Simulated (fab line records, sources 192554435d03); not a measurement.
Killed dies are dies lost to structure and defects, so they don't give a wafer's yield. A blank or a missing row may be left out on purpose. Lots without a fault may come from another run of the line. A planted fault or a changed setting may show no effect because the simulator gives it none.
Which tool did it? | flow n5_finfet | 12 lots, 36 wafers sampled, at 6 steps of a route of 1938

WHAT THE GAUGES READ, wafer by wafer
N5_BEOL_M2_THK_MEAS_53: measures by xrf.
lot  | measured     | on            | M2_THK (nm)
L075 | day 7 04:41  | film_metro-01 | 39.7 41.9 38.2
L076 | day 7 16:20  | film_metro-01 | 40.2 39.6 40.0
L079 | day 8 02:57  | film_metro-01 | 40.9 42.0 41.0
L081 | day 8 16:12  | film_metro-01 | 40.2 41.4 40.8
L083 | day 9 06:37  | film_metro-01 | 41.4 42.0 40.1
L086 | day 9 12:37  | film_metro-02 | 41.0 38.7 38.7
L087 | day 10 04:01 | film_metro-02 | 39.5 37.9 40.6
L089 | day 10 10:37 | film_metro-02 | 40.1 39.3 41.9
L092 | day 11 07:38 | film_metro-02 | 42.2 40.9 39.8
L093 | day 11 21:29 | film_metro-02 | 41.9 36.4 41.4
L095 | day 12 09:38 | film_metro-02 | 41.8 44.3 42.7
L097 | day 12 16:44 | film_metro-01 | 42.2 42.2 41.6

WHICH TOOL RAN EACH LOT (tool, then ch and the chambers of the sampled wafers, then the start)
lot  | N5_BEOL_M2_ALD_98                 | N5_BEOL_M2_STRIP_36                | N5_BEOL_M2_SPUTTER_81        | N5_BEOL_M2_SPUTTER_86        | N5_BEOL_M2_ANNEAL_87
L075 | ald_sin-04 ch 1,2, day 6 23:50    | rie_diel-04 ch 0,1,2, day 7 00:51  | pvd_sputter-01, day 7 02:26  | pvd_sputter-01, day 7 02:40  | pvd_sputter-01, day 7 02:44
L076 | ald_sin-02 ch 2,3, day 7 05:53    | rie_diel-02 ch 2,3, day 7 12:11    | pvd_sputter-01, day 7 14:13  | pvd_sputter-01, day 7 14:26  | pvd_sputter-01, day 7 14:31
L079 | ald_sin-02 ch 1,2,3, day 7 19:28  | rie_diel-01 ch 1,3, day 7 22:49    | pvd_sputter-01, day 8 00:50  | pvd_sputter-01, day 8 01:04  | pvd_sputter-01, day 8 01:08
L081 | ald_sin-02 ch 0,2,3, day 8 10:32  | rie_diel-04 ch 0,1, day 8 10:52    | pvd_sputter-01, day 8 14:05  | pvd_sputter-01, day 8 14:19  | pvd_sputter-01, day 8 14:23
L083 | ald_sin-02 ch 0,1, day 9 00:55    | rie_diel-04 ch 0,3, day 9 02:02    | pvd_sputter-02, day 9 04:31  | pvd_sputter-02, day 9 04:44  | pvd_sputter-02, day 9 04:49
L086 | ald_sin-03 ch 0,3, day 9 08:07    | rie_diel-04 ch 0,1,2, day 9 08:29  | pvd_sputter-03, day 9 10:31  | pvd_sputter-03, day 9 10:44  | pvd_sputter-03, day 9 10:49
L087 | ald_sin-02 ch 2,3, day 9 22:26    | rie_diel-04 ch 1,2,3, day 9 22:50  | pvd_sputter-01, day 10 01:54 | pvd_sputter-01, day 10 02:07 | pvd_sputter-01, day 10 02:12
L089 | ald_sin-03 ch 0,3, day 10 05:20   | rie_diel-02 ch 0,1,2, day 10 06:49 | pvd_sputter-03, day 10 08:31 | pvd_sputter-03, day 10 08:44 | pvd_sputter-03, day 10 08:49
L092 | ald_sin-02 ch 0,2,3, day 11 03:25 | rie_diel-01 ch 0,2,3, day 11 03:53 | pvd_sputter-01, day 11 05:31 | pvd_sputter-01, day 11 05:44 | pvd_sputter-01, day 11 05:49
L093 | ald_sin-03 ch 0,1,3, day 11 12:04 | rie_diel-01 ch 0,2,3, day 11 16:53 | pvd_sputter-02, day 11 19:22 | pvd_sputter-02, day 11 19:35 | pvd_sputter-02, day 11 19:40
L095 | ald_sin-03 ch 1,3, day 12 04:40   | rie_diel-02 ch 0,1,2, day 12 05:00 | pvd_sputter-01, day 12 07:32 | pvd_sputter-01, day 12 07:45 | pvd_sputter-01, day 12 07:50
L097 | ald_sin-02 ch 0,3, day 12 12:31   | rie_diel-04 ch 2,3, day 12 12:56   | pvd_sputter-01, day 12 14:38 | pvd_sputter-01, day 12 14:51 | pvd_sputter-01, day 12 14:56
- N5_BEOL_M2_ALD_98: deposits SiO2, target thk 2.5 nm, pulse time 1 s, co reactant pulse time 1 s.
- N5_BEOL_M2_STRIP_36: strips in N2/H2.
- N5_BEOL_M2_SPUTTER_81: material Cu, target thk 4.5 nm, time 8.29 s.
- N5_BEOL_M2_SPUTTER_86: material Cu, target thk 4.5 nm, time 8.29 s.
- N5_BEOL_M2_ANNEAL_87: time 240 s.

THE ANSWER, worked out from the rows above alone
Rule: what is usual is taken from the lots themselves. Put in order of their means at a reading, lots are off if they are a third of the lots or fewer, leave a main group of 4 or more, and stand apart from it by a gap of 3 or more times the standard deviation of the main group's means; of several such gaps the widest counts. A main group whose means are all the same, to the digits that the tables above print for the reading, isn't used. A lot without any number at a reading at which 4 lots or more have one is off too. The other lots that the step has rows for count as sound.
No lot is off at any reading shown: from this, nothing can be told.

WHAT THE SIMULATOR HAD PUT IN
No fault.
